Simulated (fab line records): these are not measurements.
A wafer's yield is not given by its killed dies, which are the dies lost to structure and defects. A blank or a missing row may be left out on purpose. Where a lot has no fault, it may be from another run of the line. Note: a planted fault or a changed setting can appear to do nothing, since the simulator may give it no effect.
Matching of chambers ; flow n5Finfet ; 4 sister chambers for N5_SD_EPI_N_DESCUM_14 on rieDiel-05
The step chemistry O2, time 7.9 s. 4 wafers are shown with their chamber, then 10 later ones without.

## WAFERS, EACH WITH ITS CHAMBER
wafer;chamber;drypumpMotorCurrentA (A)
L083.2;0;6.3
L083.3;1;5.4
L092.1;2;5.8
L092.2;3;6.6

## WAFERS WITH NO CHAMBER GIVEN
wafer;drypumpMotorCurrentA (A)
L092.5;5.4
L093.1;6.6
L093.4;6.3
L093.5;6.6
L094.1;6.6
L094.5;6.3
L094.6;6.6
L096.3;5.7
L096.4;5.4
L096.6;6.7

## EACH ONE'S CHAMBER
wafer;from the rows above;in truth
L092.5;1;1
L093.1;3;3
L093.4;0;0
L093.5;3;3
L094.1;3;3
L094.5;0;0
L094.6;3;3
L096.3;2;2
L096.4;1;1
L096.6;3;3
10 of 10 placed correctly. Number that these rows cannot place: 0. Wrongly placed: 0.
How it was worked out, from the rows above alone: a wafer's distance from a chamber is the root of the sum, over the readings, of the square of ((its reading less the chamber's mean) divided by the reading's scatter). If the next closest chamber is less than 2 further off than the closest, the wafer can't be placed; otherwise it belongs to the closest. Each chamber's mean is taken over the wafers shown for it. The scatter: with one shown wafer a chamber, the root of the mean of the squares of how far each hidden wafer lies from its nearest shown one.
